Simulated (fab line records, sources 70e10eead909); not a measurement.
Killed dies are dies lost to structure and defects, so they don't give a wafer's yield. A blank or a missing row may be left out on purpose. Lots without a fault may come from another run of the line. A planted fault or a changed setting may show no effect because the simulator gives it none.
Problem report in the 8D (eight disciplines) form, filled by code | flow nand_harc | the parts of the form that need people (team, actions taken, sign-off) are left out

1. THE PROBLEM
cd_nm at NHARC_P_M1_CD_MEAS_09 reads a mean of 136.6 nm on 9 wafers of 3 lots; wafers without a fault read 130.2 nm with a standard deviation of 0.72. That is +8.9 standard deviations from the usual mean.
The step: target cd 130 nm.
First seen on wafer L160.4, day 8 06:08, on cd_sem-02. The record holds 36 wafers of 12 lots with a number at this step. Rule for "out", or "out of limits": more than 4 standard deviations from the usual mean. The other wafers with a number count as sound.

2. WHAT IT IS AND WHAT IT IS NOT
question                    | is                              | is not
which readings at this step | cd_nm                           | -
which lots                  | L160, L162, L163                | L151, L153, L154, L155, L164, L165, L166, L167, L173
which wafers of those lots  | all that have a number          | -
read on which gauges        | cd_sem-01, cd_sem-02, cd_sem-03 | -
when                        | from day 8 06:08                | up to then (12 sound wafers); but 15 sound wafers of L164, L165, L166, L167, L173 came after

3. SUSPECTS, AND WHAT RULES EACH OUT
Counting: a tool at a process step up to the reading stays a suspect if it ran every lot that is out and no sound lot after the first of them.
- the gauge at NHARC_P_M1_CD_MEAS_09: ruled out. The wafers that are out were read on 3 gauges (cd_sem-01, cd_sem-02, cd_sem-03).
- litho_track-01 at NHARC_P_M1_PEB_07 (peb time 65 s): kept. It ran every lot that is out, first L160 (day 8 06:03), and no sound lot after that; its last sound lot up to then is L155 (day 7 00:04).
Left after counting: litho_track-01 at NHARC_P_M1_PEB_07.

4. THE CAUSE (what the simulator had put in)
Process parameter drift: litho_track-01, from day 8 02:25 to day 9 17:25, at NHARC_P_M1_PEB_07. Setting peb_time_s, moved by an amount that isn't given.
Counting left only this tool.

5. THE CHAIN OF EFFECTS, in route order
Each row: a reading whose mean over the struck wafers that have a number lies more than 3 standard deviations from the usual. Only readings for which the record gives a usual standard deviation are gone through. hours: the time from each lot's start at the first step in this table that gives one to its start at this step, as a median over the lots. sigmas: the change in usual standard deviations.
hours | step                  | reading | usual    | on struck wafers | change | sigmas
0     | NHARC_P_M1_CD_MEAS_09 | cd_nm   | 130.2 nm | 136.6            | +6.4   | +8.9
Later measuring or inspecting steps at which every struck wafer that the step has a row for has a number for every such reading, and none has moved that far: NHARC_END_SORT_01.

6. WHAT WOULD HAVE CAUGHT IT SOONER
In this record the first reading out of limits at a measuring or inspecting step was taken at day 8 06:08, 4 hours after the fault began at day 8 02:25.
Of the lots that are out (3), L163, L162 began NHARC_P_M1_PEB_07 on litho_track-01 after day 8 06:08. A hold on the tool at that time would have spared those 2.
